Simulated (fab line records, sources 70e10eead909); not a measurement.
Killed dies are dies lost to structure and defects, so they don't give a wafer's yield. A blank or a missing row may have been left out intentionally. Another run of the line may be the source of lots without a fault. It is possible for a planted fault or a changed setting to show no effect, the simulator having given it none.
What tool caused it?    flow nand_harc    24 lots, 72 wafers sampled, at 6 steps of a route of 1302

## WHAT THE GAUGES READ, wafer by wafer
Not one reading of a measure or inspect step in the record can be checked against a usual standard deviation.

## WHAT TOOL EACH LOT RAN ON (gives the tool, then ch and the chambers of the sampled wafers, and finally the start)
lot   NHARC_A_CHANNEL_FILL_D2_ALD_25    NHARC_A_STAIRCASE_STRIP_171           NHARC_A_STAIRCASE_ETCH_17                      NHARC_A_STAIRCASE_ETCH_190                     NHARC_A_STAIRCASE_TRIM_191                     NHARC_A_STAIRCASE_TRIM_196
L074  ald_hk-02 ch 0,2,3, day 15 01:15  plasma_asher-02 ch 0,1, day 15 15:39  rie_diel-05 ch 1,2, day 15 21:44 or earlier    rie_diel-05 ch 1,3, day 15 21:44 or earlier    rie_diel-05 ch 0,1,3, day 15 21:44 or earlier  rie_diel-05 ch 0,3, day 15 21:44
L075  ald_hk-01 ch 0,1,2, day 15 10:17  plasma_asher-02 ch 0,1, day 15 22:58  rie_diel-05 ch 1,2,3, day 16 06:22 or earlier  rie_diel-05 ch 0,2,3, day 16 06:22 or earlier  rie_diel-05 ch 0,2,3, day 16 06:22 or earlier  rie_diel-05 ch 0,1,2, day 16 06:22
L076  ald_hk-01 ch 0,3, day 15 22:48    plasma_asher-01 ch 0,1, day 16 12:05  rie_diel-11 ch 1,2, day 16 18:37 or earlier    rie_diel-05 ch 0,3, day 16 18:37 or earlier    rie_diel-05 ch 1,2,3, day 16 18:37 or earlier  rie_diel-05 ch 0,2, day 16 18:37
L077  ald_hk-03 ch 1,2,3, day 16 00:39  plasma_asher-02 ch 0,1, day 16 11:56  rie_diel-11 ch 2,3, day 16 18:22 or earlier    rie_diel-04 ch 0,3, day 16 18:22 or earlier    rie_diel-04 ch 1,2,3, day 16 18:22 or earlier  rie_diel-04 ch 1,2,3, day 16 18:22
L078  ald_hk-01 ch 0,2, day 16 16:20    plasma_asher-01 ch 1, day 17 05:41    rie_diel-11 ch 2,3, day 17 12:53 or earlier    rie_diel-05 ch 2,3, day 17 12:53 or earlier    rie_diel-05 ch 2,3, day 17 12:53 or earlier    rie_diel-05 ch 2,3, day 17 12:53
L079  ald_hk-02 ch 0,1,3, day 16 16:59  plasma_asher-02 ch 0,1, day 17 05:35  rie_diel-04 ch 0,1,2, day 17 14:19 or earlier  rie_diel-05 ch 1,2,3, day 17 14:19 or earlier  rie_diel-05 ch 1,3, day 17 14:19 or earlier    rie_diel-04 ch 0,1,3, day 17 14:19
L080  ald_hk-01 ch 0,1, day 17 15:29    plasma_asher-01 ch 0,1, day 18 04:53  rie_diel-11 ch 0,3, day 18 11:05 or earlier    rie_diel-04 ch 0,1,3, day 18 11:05 or earlier  rie_diel-04 ch 1,2, day 18 11:05 or earlier    rie_diel-05 ch 0,2,3, day 18 11:05
L082  ald_hk-01 ch 0,1,2, day 18 02:57  plasma_asher-01 ch 0,1, day 18 16:59  rie_diel-11 ch 0,1,2, day 18 23:22 or earlier  rie_diel-04 ch 0,1,3, day 18 23:22 or earlier  rie_diel-04 ch 1,2,3, day 18 23:22 or earlier  rie_diel-04 ch 0,1,2, day 18 23:22
L081  ald_hk-03 ch 0,2,3, day 18 04:12  plasma_asher-02 ch 0,1, day 18 16:46  rie_diel-05 ch 0,3, day 18 23:04 or earlier    rie_diel-11 ch 2,3, day 18 23:04 or earlier    rie_diel-11 ch 0,1,2, day 18 23:04 or earlier  rie_diel-11 ch 0,3, day 18 23:04
L083  ald_hk-01 ch 1,2,3, day 18 23:21  plasma_asher-01 ch 0,1, day 19 10:44  rie_diel-05 ch 0,1,2, day 19 18:06 or earlier  rie_diel-05 ch 0,1,2, day 19 18:06 or earlier  rie_diel-05 ch 0,1,3, day 19 18:06 or earlier  rie_diel-04 ch 1,2, day 19 18:06
L084  ald_hk-03 ch 0,1,3, day 19 12:04  plasma_asher-01 ch 0,1, day 20 00:47  rie_diel-05 ch 0,1, day 20 07:25 or earlier    rie_diel-11 ch 1,2,3, day 20 07:25 or earlier  rie_diel-11 ch 1,2,3, day 20 07:25 or earlier  rie_diel-11 ch 0,1,3, day 20 07:25
L085  ald_hk-02 ch 0,3, day 19 22:32    plasma_asher-02 ch 0, day 20 11:18    rie_diel-04 ch 0,3, day 20 17:37 or earlier    rie_diel-04 ch 0,3, day 20 17:37 or earlier    rie_diel-04 ch 0,2, day 20 17:37 or earlier    rie_diel-05 ch 0,3, day 20 17:37
L087  ald_hk-02 ch 0,2,3, day 20 11:10  plasma_asher-01 ch 0,1, day 21 00:49  rie_diel-05 ch 1,3, day 21 07:10 or earlier    rie_diel-11 ch 1,3, day 21 07:10 or earlier    rie_diel-11 ch 0,2,3, day 21 07:10 or earlier  rie_diel-11 ch 0,2,3, day 21 07:10
L086  ald_hk-01 ch 0,3, day 20 11:48    plasma_asher-02 ch 0,1, day 21 00:28  rie_diel-11 ch 0,1,2, day 21 07:18 or earlier  rie_diel-05 ch 0,1,3, day 21 07:18 or earlier  rie_diel-05 ch 0,3, day 21 07:18 or earlier    rie_diel-05 ch 2,3, day 21 07:18
L088  ald_hk-01 ch 0,1,2, day 20 20:57  plasma_asher-01 ch 0,1, day 21 10:01  rie_diel-05 ch 1,2, day 21 16:31 or earlier    rie_diel-04 ch 1,2,3, day 21 16:31 or earlier  rie_diel-04 ch 0,1, day 21 16:31 or earlier    rie_diel-05 ch 0,2,3, day 21 16:31
L091  ald_hk-01 ch 1,2,3, day 21 17:12  plasma_asher-01 ch 0,1, day 22 06:52  rie_diel-11 ch 0,2,3, day 22 13:44 or earlier  rie_diel-05 ch 0,2,3, day 22 13:44 or earlier  rie_diel-05 ch 1,2,3, day 22 13:44 or earlier  rie_diel-05 ch 0,2,3, day 22 13:44
L089  ald_hk-02 ch 1,2,3, day 21 17:49  plasma_asher-02 ch 0,1, day 22 06:42  rie_diel-05 ch 0,1,3, day 22 17:09 or earlier  rie_diel-05 ch 0,1,3, day 22 17:09 or earlier  rie_diel-05 ch 0,3, day 22 17:09 or earlier    rie_diel-05 ch 0,2,3, day 22 17:09
L090  ald_hk-03 ch 0,1,2, day 21 18:25  plasma_asher-01 ch 1, day 22 06:30    rie_diel-04 ch 0,2,3, day 22 13:21 or earlier  rie_diel-11 ch 2,3, day 22 13:21 or earlier    rie_diel-11 ch 0,1,2, day 22 13:21 or earlier  rie_diel-11 ch 0,1,3, day 22 13:21
L092  ald_hk-02 ch 0,3, day 22 10:29    plasma_asher-02 ch 0,1, day 23 00:09  rie_diel-05 ch 0,2,3, day 23 06:24 or earlier  rie_diel-05 ch 1,2, day 23 06:24 or earlier    rie_diel-05 ch 2,3, day 23 06:24 or earlier    rie_diel-05 ch 1,2,3, day 23 06:24
L093  ald_hk-03 ch 0,1,3, day 22 20:59  plasma_asher-02 ch 0,1, day 23 14:01  rie_diel-04 ch 1,2, day 23 21:06 or earlier    rie_diel-04 ch 2,3, day 23 21:06 or earlier    rie_diel-04 ch 2,3, day 23 21:06 or earlier    rie_diel-05 ch 0,1,2, day 23 21:06
L094  ald_hk-01 ch 0,2,3, day 23 05:19  plasma_asher-01 ch 0,1, day 23 18:28  rie_diel-05 ch 1,2,3, day 24 00:44 or earlier  rie_diel-05 ch 1,2,3, day 24 00:44 or earlier  rie_diel-05 ch 1,2,3, day 24 00:44 or earlier  rie_diel-11 ch 0,1,2, day 24 00:44
L095  ald_hk-02 ch 0,2,3, day 24 07:36  plasma_asher-02 ch 0,1, day 24 19:16  rie_diel-04 ch 1,2,3, day 25 01:53 or earlier  rie_diel-04 ch 1,2,3, day 25 01:53 or earlier  rie_diel-04 ch 1,2,3, day 25 01:53 or earlier  rie_diel-05 ch 1,2,3, day 25 01:53
L097  ald_hk-01 ch 0,1, day 24 18:08    plasma_asher-02 ch 0, day 25 07:31    rie_diel-04 ch 0,2,3, day 25 17:43 or earlier  rie_diel-11 ch 1,2,3, day 25 17:43 or earlier  rie_diel-11 ch 0,3, day 25 17:43 or earlier    rie_diel-05 ch 0,1, day 25 17:43
L096  ald_hk-02 ch 0,1,2, day 24 21:49  plasma_asher-01 ch 1, day 25 15:07    rie_diel-05 ch 0,1,3, day 25 21:31 or earlier  rie_diel-04 ch 0,1, day 25 21:31 or earlier    rie_diel-04 ch 1,2,3, day 25 21:31 or earlier  rie_diel-04 ch 0,3, day 25 21:31
- NHARC_A_CHANNEL_FILL_D2_ALD_25: deposits SiOx, target thk 60 nm, pulse time 10 s, ald cycles 600.
- NHARC_A_STAIRCASE_STRIP_171: strips in O2.
- NHARC_A_STAIRCASE_ETCH_17: etches the open film in C4F8/O2, target depth 100 nm, time 40.5 s.
- NHARC_A_STAIRCASE_ETCH_190: etches the open film in C4F8/O2, target depth 100 nm, time 40.5 s.
- NHARC_A_STAIRCASE_TRIM_191: chemistry O2, time 211.2 s.
- NHARC_A_STAIRCASE_TRIM_196: chemistry O2, time 211.2 s.

## WHAT THE TOOLS THEMSELVES READ (means of the sampled wafers that have a number; where no wafer has one, the mark that the record gives instead)
NHARC_A_CHANNEL_FILL_D2_ALD_25. Usual: heater_power_w 460 W, standard deviation 60; precursor_pulse_height_rel 1.000, standard deviation 0.019.
lot   tool       heater_power_w (W)  precursor_pulse_height_rel  flag
L074  ald_hk-02  496                 1.000                       
L075  ald_hk-01  502                 0.998                       
L076  ald_hk-01  419                 0.996                       
L077  ald_hk-03  459                 1.022                       
L078  ald_hk-01  510                 1.023                       
L079  ald_hk-02  470                 0.995                       
L080  ald_hk-01  491                 0.999                       
L082  ald_hk-01  495                 1.011                       
L081  ald_hk-03  445                 0.998                       
L083  ald_hk-01  458                 1.019                       
L084  ald_hk-03  451                 0.989                       
L085  ald_hk-02  465                 0.983                       
L087  ald_hk-02  483                 0.989                       
L086  ald_hk-01  424                 0.997                       
L088  ald_hk-01  506                 1.017                       
L091  ald_hk-01  467                 0.992                       
L089  ald_hk-02  444                 1.009                       
L090  ald_hk-03  428                 0.994                       
L092  ald_hk-02  469                 1.004                       
L093  ald_hk-03  447                 1.011                       
L094  ald_hk-01  436                 0.990                       
L095  ald_hk-02  473                 1.014                       
L097  ald_hk-01  492                 1.008                       
L096  ald_hk-02  487                 1.002                       

NHARC_A_STAIRCASE_STRIP_171. Usual: drypump_motor_current_A 5.59 A, standard deviation 0.22; heater_power_w 338 W, standard deviation 17.
lot   tool             drypump_motor_current_A (A)  heater_power_w (W)  flag
L074  plasma_asher-02  5.79                         327                 
L075  plasma_asher-02  5.58                         349                 
L076  plasma_asher-01  5.47                         347                 
L077  plasma_asher-02  5.62                         347                 
L078  plasma_asher-01  5.51                         340                 
L079  plasma_asher-02  5.77                         325                 
L080  plasma_asher-01  5.49                         349                 
L082  plasma_asher-01  5.49                         356                 
L081  plasma_asher-02  5.77                         329                 
L083  plasma_asher-01  5.49                         352                 
L084  plasma_asher-01  5.48                         346                 
L085  plasma_asher-02  5.43                         342                 
L087  plasma_asher-01  5.48                         345                 
L086  plasma_asher-02  5.60                         339                 
L088  plasma_asher-01  5.49                         344                 
L091  plasma_asher-01  5.49                         348                 
L089  plasma_asher-02  5.80                         323                 
L090  plasma_asher-01  5.49                         346                 
L092  plasma_asher-02  5.59                         340                 
L093  plasma_asher-02  5.81                         322                 
L094  plasma_asher-01  5.48                         330                 
L095  plasma_asher-02  5.80                         324                 
L097  plasma_asher-02  5.41                         344                 
L096  plasma_asher-01  5.48                         330                 

NHARC_A_STAIRCASE_ETCH_17. Usual: oes_product_au 0.944 a.u., standard deviation 0.013; rf_vpp_V 895 V, standard deviation 6.3.
lot   tool         oes_product_au (a.u.)  rf_vpp_V (V)  flag
L074  rie_diel-05  0.926                  892           
L075  rie_diel-05  0.915                  890           
L076  rie_diel-11  0.939                  892           
L077  rie_diel-11  0.939                  887           
L078  rie_diel-11  0.948                  886           
L079  rie_diel-04  0.939                  897           
L080  rie_diel-11  0.954                  888           
L082  rie_diel-11  0.944                  893           
L081  rie_diel-05  0.941                  904           
L083  rie_diel-05  0.930                  894           
L084  rie_diel-05  0.948                  898           
L085  rie_diel-04  0.948                  892           
L087  rie_diel-05  0.954                  901           
L086  rie_diel-11  0.941                  894           
L088  rie_diel-05  0.942                  890           
L091  rie_diel-11  0.954                  895           
L089  rie_diel-05  0.928                  899           
L090  rie_diel-04  0.944                  893           
L092  rie_diel-05  0.956                  899           
L093  rie_diel-04  0.942                  901           
L094  rie_diel-05  0.952                  895           
L095  rie_diel-04  0.947                  898           
L097  rie_diel-04  0.949                  892           
L096  rie_diel-05  0.953                  898           

NHARC_A_STAIRCASE_ETCH_190. Usual: oes_product_au 0.944 a.u., standard deviation 0.01; rf_vpp_V 895 V, standard deviation 6.2.
lot   tool         oes_product_au (a.u.)  rf_vpp_V (V)  flag
L074  rie_diel-05  0.944                  889           
L075  rie_diel-05  0.933                  892           
L076  rie_diel-05  0.946                  897           
L077  rie_diel-04  0.953                  891           
L078  rie_diel-05  0.932                  888           
L079  rie_diel-05  0.932                  890           
L080  rie_diel-04  0.937                  896           
L082  rie_diel-04  0.954                  896           
L081  rie_diel-11  0.962                  887           
L083  rie_diel-05  0.942                  894           
L084  rie_diel-11  0.942                  898           
L085  rie_diel-04  0.947                  893           
L087  rie_diel-11  0.935                  903           
L086  rie_diel-05  0.940                  899           
L088  rie_diel-04  0.949                  898           
L091  rie_diel-05  0.951                  898           
L089  rie_diel-05  0.944                  898           
L090  rie_diel-11  0.944                  900           
L092  rie_diel-05  0.940                  890           
L093  rie_diel-04  0.935                  895           
L094  rie_diel-05  0.953                  895           
L095  rie_diel-04  0.952                  897           
L097  rie_diel-11  0.947                  897           
L096  rie_diel-04  0.949                  893           

NHARC_A_STAIRCASE_TRIM_191. Usual: drypump_motor_current_A 5.8 A, standard deviation 0.55; oes_product_au 0.999 a.u., standard deviation 0.009; rf_vpp_V 57.6 V, standard deviation 0.93; showerhead_plenum_p_Torr 3.51 Torr, standard deviation 0.17; throttle_valve_pct 17.037 %, standard deviation 0.0096.
lot   tool         drypump_motor_current_A (A)  oes_product_au (a.u.)  rf_vpp_V (V)  showerhead_plenum_p_Torr (Torr)  throttle_valve_pct (%)  flag
L074  rie_diel-05  5.7                          0.989                  57.2          3.46                             17.044                  
L075  rie_diel-05  5.6                          0.998                  56.9          3.44                             17.027                  
L076  rie_diel-05  6.0                          0.997                  57.4          3.36                             17.034                  
L077  rie_diel-04  5.8                          0.994                  58.1          3.61                             17.036                  
L078  rie_diel-05  5.4                          0.988                  57.5          3.31                             17.029                  
L079  rie_diel-05  5.6                          0.991                  57.9          3.33                             17.033                  
L080  rie_diel-04  5.5                          0.995                  57.4          3.69                             17.033                  
L082  rie_diel-04  5.8                          1.004                  58.2          3.60                             17.034                  
L081  rie_diel-11  5.9                          0.997                  57.0          3.47                             17.045                  
L083  rie_diel-05  5.7                          0.998                  58.4          3.62                             17.032                  
L084  rie_diel-11  5.7                          1.003                  58.9          3.58                             17.032                  
L085  rie_diel-04  5.4                          1.000                  58.1          3.40                             17.032                  
L087  rie_diel-11  5.9                          0.996                  58.1          3.52                             17.042                  
L086  rie_diel-05  5.1                          1.010                  58.2          3.74                             17.040                  
L088  rie_diel-04  5.3                          1.002                  58.3          3.61                             17.042                  
L091  rie_diel-05  6.0                          1.003                  57.9          3.52                             17.026                  
L089  rie_diel-05  5.3                          1.006                  58.4          3.68                             17.041                  
L090  rie_diel-11  5.9                          0.999                  56.9          3.46                             17.035                  
L092  rie_diel-05  5.4                          1.009                  57.2          3.64                             17.035                  
L093  rie_diel-04  5.9                          0.999                  56.8          3.50                             17.032                  
L094  rie_diel-05  6.0                          1.005                  57.7          3.51                             17.047                  
L095  rie_diel-04  5.8                          1.012                  58.1          3.57                             17.030                  
L097  rie_diel-11  6.0                          1.001                  57.7          3.67                             17.037                  
L096  rie_diel-04  5.8                          1.008                  57.5          3.57                             17.040                  

NHARC_A_STAIRCASE_TRIM_196. Usual: drypump_motor_current_A 5.8 A, standard deviation 0.58; oes_product_au 1.001 a.u., standard deviation 0.0086; rf_vpp_V 57.8 V, standard deviation 0.9; showerhead_plenum_p_Torr 3.53 Torr, standard deviation 0.17; throttle_valve_pct 17.037 %, standard deviation 0.0089.
lot   tool         drypump_motor_current_A (A)  oes_product_au (a.u.)  rf_vpp_V (V)  showerhead_plenum_p_Torr (Torr)  throttle_valve_pct (%)  flag
L074  rie_diel-05  5.3                          1.005                  57.9          3.54                             17.034                  
L075  rie_diel-05  6.2                          0.997                  57.7          3.49                             17.034                  
L076  rie_diel-05  5.8                          0.990                  57.4          3.56                             17.031                  
L077  rie_diel-04  5.8                          0.999                  58.1          3.61                             17.035                  
L078  rie_diel-05  5.9                          0.990                  57.9          3.33                             17.044                  
L079  rie_diel-04  5.6                          1.005                  57.7          3.54                             17.038                  
L080  rie_diel-05  5.6                          1.003                  58.1          3.61                             17.035                  
L082  rie_diel-04  5.4                          0.994                  57.1          3.54                             17.038                  
L081  rie_diel-11  6.2                          1.009                  57.2          3.41                             17.035                  
L083  rie_diel-04  5.5                          1.001                  58.8          3.68                             17.035                  
L084  rie_diel-11  6.0                          0.996                  57.3          3.64                             17.037                  
L085  rie_diel-05  5.2                          0.999                  58.8          3.75                             17.034                  
L087  rie_diel-11  6.0                          0.994                  57.9          3.52                             17.045                  
L086  rie_diel-05  5.4                          1.009                  57.3          3.65                             17.034                  
L088  rie_diel-05  5.6                          1.012                  58.2          3.59                             17.033                  
L091  rie_diel-05  5.6                          1.014                  58.2          3.59                             17.042                  
L089  rie_diel-05  5.6                          1.006                  58.8          3.59                             17.032                  
L090  rie_diel-11  6.0                          1.005                  57.6          3.63                             17.039                  
L092  rie_diel-05  6.0                          0.999                  58.4          3.51                             17.044                  
L093  rie_diel-05  6.1                          1.004                  57.8          3.46                             17.037                  
L094  rie_diel-11  5.9                          1.001                  58.5          3.45                             17.035                  
L095  rie_diel-05  6.0                          1.001                  57.9          3.51                             17.031                  
L097  rie_diel-05  5.9                          1.009                  57.6          3.55                             17.036                  
L096  rie_diel-04  5.9                          1.006                  57.8          3.42                             17.036                  

## THE ANSWER, worked out from the rows above alone
Rule: take the mean of a lot's wafers that have a number; if it is more than 3 standard deviations from the usual mean, the lot is off. Also off: a lot with no number at a reading for which 4 or more lots have one. The other lots that the step has rows for count as sound. Order of review: gauges by route order, followed by the tools' own readings, for which a lot's mean as printed above is used. At the first step where some lot is off, the reading lying furthest off is the one used; lots without a number count as furthest.
Across all readings shown, no lot is off: no conclusion can be drawn from this.

## WHAT THE SIMULATOR HAD INSERTED
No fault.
